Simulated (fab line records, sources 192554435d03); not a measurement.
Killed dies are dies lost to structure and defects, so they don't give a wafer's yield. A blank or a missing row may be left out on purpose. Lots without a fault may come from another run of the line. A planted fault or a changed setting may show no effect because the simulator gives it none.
One fault seen from 3 desks | flow n5_finfet | each desk has only its own numbers; what lay behind them comes last

THE TOOL OWNER'S DESK: ald_metal-01
The tool's own readings at N5_HKMG_FIN_ALD_21 (deposits TiN, target thk 1.5 nm, pulse time 1 s, purge time 3 s): means of the sampled wafers that have a number, for each lot that ran on this tool. A lot is out of limits, marked OUT, if its mean lies more than 4 standard deviations from the usual mean; the brackets give that distance.
Columns: A = heater_power_w at N5_HKMG_FIN_ALD_21, usual 837 W; B = precursor_pulse_height_rel at N5_HKMG_FIN_ALD_21, usual 1.002
lot  | first seen here | A   | B
L405 | day 4 16:46     | 819 | 0.990
L408 | day 5 12:20     | 814 | 0.996
L409 | day 5 18:55     | 777 | 0.997
L421 | day 8 17:29     | 806 | 1.002
L422 | day 9 01:41     | 750 | 0.997
This desk's finding: nothing out of limits on any of the 5 lots.

THE METROLOGY DESK
What the gauges read, lot by lot, whatever tool the lot ran on: means of the sampled wafers that have a number. A lot is out of limits, marked OUT, if its mean lies more than 4 standard deviations from the usual mean; the brackets give that distance. Of its 10 readings 7 are shown: those that lie furthest out on some lot.
Columns: A = DIBL_P at N5_BEOL_M4_RC_MEAS_101, usual 36.3 mV/V; B = IOFF_N at N5_BEOL_M4_RC_MEAS_101, usual 0.163 nA/um; C = ION_N at N5_BEOL_M4_RC_MEAS_101, usual 673 uA/um; D = SS_N at N5_BEOL_M4_RC_MEAS_101, usual 71.6 mV/dec; E = SS_P at N5_BEOL_M4_RC_MEAS_101, usual 73.3 mV/dec; F = VT_N at N5_BEOL_M4_RC_MEAS_101, usual 249.4 mV; G = VT_P at N5_BEOL_M4_RC_MEAS_101, usual -250 mV
lot  | first seen here | A    | B     | C   | D    | E    | F     | G
L403 | day 8 00:08     | 35.9 | 0.170 | 685 | 71.0 | 72.8 | 247.6 | -252
L405 | day 8 07:10     | 37.9 | 0.173 | 666 | 71.7 | 73.7 | 247.3 | -247
L407 | day 9 00:22     | 36.1 | 0.149 | 665 | 71.6 | 73.2 | 250.5 | -246
L409 | day 9 07:05     | 36.2 | 0.166 | 676 | 71.7 | 73.1 | 249.7 | -246
L408 | day 9 09:47     | 38.9 | 0.199 | 680 | 72.3 | 74.1 | 247.2 | -250
L410 | day 9 17:22     | 36.3 | 0.148 | 659 | 71.7 | 73.5 | 252.3 | -253
L413 | day 10 02:36    | 36.9 | 0.177 | 690 | 71.4 | 73.3 | 248.2 | -249
L415 | day 10 23:44    | 36.9 | 0.181 | 682 | 71.4 | 73.8 | 247.2 | -249
L421 | day 11 22:24    | 35.5 | 0.149 | 670 | 71.2 | 72.9 | 252.8 | -256
L422 | day 12 19:49    | 36.9 | 0.153 | 672 | 71.8 | 73.7 | 251.7 | -252
This desk's finding: nothing out of limits on any of the 10 lots.

THE DEFECT DESK
What the inspections along the route counted, lot by lot: means of the sampled wafers that have a number. A lot is out of limits, marked OUT, if its mean lies more than 4 standard deviations from the usual mean; the brackets give that distance.
Columns: A = raw_defect_count at N5_HKMG_FIN_INSPECT_28, usual 40
lot  | first seen here | A
L403 | day 4 06:04     | 49
L405 | day 4 18:00     | 61
L407 | day 5 07:29     | 33
L408 | day 5 13:35     | 42
L409 | day 5 20:09     | 44
L410 | day 6 03:10     | 71
L413 | day 6 19:59     | 28
L415 | day 7 08:38     | 41
L421 | day 8 18:44     | 35
L422 | day 9 02:46     | 44
This desk's finding: nothing out of limits on any of the 10 lots.

PUT TOGETHER
The tool owner's desk saw nothing out of limits.
The metrology desk saw nothing out of limits.
The defect desk saw nothing out of limits.

WHAT THE SIMULATOR HAD PUT IN
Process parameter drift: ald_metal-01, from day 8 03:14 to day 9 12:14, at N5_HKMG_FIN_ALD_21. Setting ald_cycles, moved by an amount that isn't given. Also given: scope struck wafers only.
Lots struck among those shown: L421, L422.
